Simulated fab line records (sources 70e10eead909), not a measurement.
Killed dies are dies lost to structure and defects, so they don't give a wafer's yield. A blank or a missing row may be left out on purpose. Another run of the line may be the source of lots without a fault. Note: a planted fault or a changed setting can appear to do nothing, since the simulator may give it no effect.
Chamber matching / flow nand-harc / rie-diel-11 running NHARC_A_STAIRCASE_DESCUM_291: 4 sister chambers
The step chemistry O2, time 3 s. 22 wafers are shown with their chamber, then 11 later ones without.

WAFERS WITH THEIR CHAMBER
wafer=L077.1; chamber=3; showerhead-plenum-p-Torr (Torr)=1.89; drypump-motor-current-A (A)=5.9; oes-product-au (a.u.)=1.014
wafer=L077.4; chamber=2; showerhead-plenum-p-Torr (Torr)=1.94; drypump-motor-current-A (A)=6.5; oes-product-au (a.u.)=0.990
wafer=L077.6; chamber=3; showerhead-plenum-p-Torr (Torr)=1.89; drypump-motor-current-A (A)=5.9; oes-product-au (a.u.)=1.008
wafer=L078.1; chamber=2; showerhead-plenum-p-Torr (Torr)=1.94; drypump-motor-current-A (A)=6.5; oes-product-au (a.u.)=0.992
wafer=L078.3; chamber=0; showerhead-plenum-p-Torr (Torr)=1.94; drypump-motor-current-A (A)=6.0; oes-product-au (a.u.)=0.999
wafer=L078.5; chamber=0; showerhead-plenum-p-Torr (Torr)=1.94; drypump-motor-current-A (A)=6.1; oes-product-au (a.u.)=0.998
wafer=L079.4; chamber=1; showerhead-plenum-p-Torr (Torr)=1.79; drypump-motor-current-A (A)=5.2; oes-product-au (a.u.)=0.972
wafer=L079.5; chamber=0; showerhead-plenum-p-Torr (Torr)=1.93; drypump-motor-current-A (A)=6.0; oes-product-au (a.u.)=1.005
wafer=L079.6; chamber=3; showerhead-plenum-p-Torr (Torr)=1.89; drypump-motor-current-A (A)=5.9; oes-product-au (a.u.)=0.996
wafer=L080.3; chamber=1; showerhead-plenum-p-Torr (Torr)=1.79; drypump-motor-current-A (A)=5.2; oes-product-au (a.u.)=0.970
wafer=L080.4; chamber=3; showerhead-plenum-p-Torr (Torr)=1.89; drypump-motor-current-A (A)=5.9; oes-product-au (a.u.)=0.998
wafer=L080.5; chamber=2; showerhead-plenum-p-Torr (Torr)=1.94; drypump-motor-current-A (A)=6.5; oes-product-au (a.u.)=0.983
wafer=L083.1; chamber=0; showerhead-plenum-p-Torr (Torr)=1.93; drypump-motor-current-A (A)=6.1; oes-product-au (a.u.)=0.995
wafer=L083.2; chamber=1; showerhead-plenum-p-Torr (Torr)=1.79; drypump-motor-current-A (A)=5.1; oes-product-au (a.u.)=0.972
wafer=L083.3; chamber=2; showerhead-plenum-p-Torr (Torr)=1.94; drypump-motor-current-A (A)=6.5; oes-product-au (a.u.)=0.991
wafer=L085.1; chamber=1; showerhead-plenum-p-Torr (Torr)=1.79; drypump-motor-current-A (A)=5.2; oes-product-au (a.u.)=0.980
wafer=L085.2; chamber=0; showerhead-plenum-p-Torr (Torr)=1.93; drypump-motor-current-A (A)=6.1; oes-product-au (a.u.)=1.000
wafer=L085.6; chamber=3; showerhead-plenum-p-Torr (Torr)=1.89; drypump-motor-current-A (A)=5.9; oes-product-au (a.u.)=1.002
wafer=L084.1; chamber=2; showerhead-plenum-p-Torr (Torr)=1.94; drypump-motor-current-A (A)=6.5; oes-product-au (a.u.)=0.992
wafer=L084.2; chamber=1; showerhead-plenum-p-Torr (Torr)=1.79; drypump-motor-current-A (A)=5.2; oes-product-au (a.u.)=0.976
wafer=L084.3; chamber=0; showerhead-plenum-p-Torr (Torr)=1.93; drypump-motor-current-A (A)=6.1; oes-product-au (a.u.)=1.002
wafer=L088.1; chamber=2; showerhead-plenum-p-Torr (Torr)=1.93; drypump-motor-current-A (A)=6.5; oes-product-au (a.u.)=0.994

SIGNATURES, as means of the wafers listed above
reading=showerhead-plenum-p-Torr; chamber 0=1.9333; chamber 1=1.7900; chamber 2=1.9383; chamber 3=1.8900; scatter within a chamber=0.00347
reading=drypump-motor-current-A; chamber 0=6.067; chamber 1=5.180; chamber 2=6.500; chamber 3=5.900; scatter within a chamber=0.0344
reading=oes-product-au; chamber 0=0.99983; chamber 1=0.97400; chamber 2=0.99033; chamber 3=1.00360; scatter within a chamber=0.0048
Rule: a wafer lies at a distance from a chamber equal to the root of the sum of squares, over the readings, of (its reading less the chamber's mean, divided by the reading's scatter). The wafer belongs to the nearest chamber; if the next one is less than 2 further off, it can't be placed. The scatter: take each reading less its chamber's mean, square it, sum over the shown wafers, divide by the number of wafers less the number of chambers, and take the root.

WAFERS MISSING THEIR CHAMBER
wafer=L088.2; showerhead-plenum-p-Torr (Torr)=1.88; drypump-motor-current-A (A)=5.9; oes-product-au (a.u.)=1.016
wafer=L088.4; showerhead-plenum-p-Torr (Torr)=1.93; drypump-motor-current-A (A)=6.1; oes-product-au (a.u.)=0.995
wafer=L086.1; showerhead-plenum-p-Torr (Torr)=1.93; drypump-motor-current-A (A)=6.1; oes-product-au (a.u.)=1.002
wafer=L086.3; showerhead-plenum-p-Torr (Torr)=1.79; drypump-motor-current-A (A)=5.2; oes-product-au (a.u.)=0.977
wafer=L086.6; showerhead-plenum-p-Torr (Torr)=1.79; drypump-motor-current-A (A)=5.2; oes-product-au (a.u.)=0.978
wafer=L090.2; showerhead-plenum-p-Torr (Torr)=1.93; drypump-motor-current-A (A)=6.0; oes-product-au (a.u.)=1.004
wafer=L090.3; showerhead-plenum-p-Torr (Torr)=1.88; drypump-motor-current-A (A)=5.9; oes-product-au (a.u.)=1.013
wafer=L090.4; showerhead-plenum-p-Torr (Torr)=1.93; drypump-motor-current-A (A)=6.5; oes-product-au (a.u.)=0.996
wafer=L095.2; showerhead-plenum-p-Torr (Torr)=1.88; drypump-motor-current-A (A)=5.9; oes-product-au (a.u.)=0.988
wafer=L095.4; showerhead-plenum-p-Torr (Torr)=1.93; drypump-motor-current-A (A)=6.5; oes-product-au (a.u.)=0.989
wafer=L095.5; showerhead-plenum-p-Torr (Torr)=1.88; drypump-motor-current-A (A)=5.9; oes-product-au (a.u.)=0.981

EACH ONE'S CHAMBER
wafer=L088.2; from the rows above=3; in truth=3
wafer=L088.4; from the rows above=0; in truth=0
wafer=L086.1; from the rows above=0; in truth=0
wafer=L086.3; from the rows above=1; in truth=1
wafer=L086.6; from the rows above=1; in truth=1
wafer=L090.2; from the rows above=0; in truth=0
wafer=L090.3; from the rows above=3; in truth=3
wafer=L090.4; from the rows above=2; in truth=2
wafer=L095.2; from the rows above=3; in truth=3
wafer=L095.4; from the rows above=2; in truth=2
wafer=L095.5; from the rows above=3; in truth=3
Placed correctly: 11 of 11. Not placeable from these rows: 0. Placed wrongly: 0.
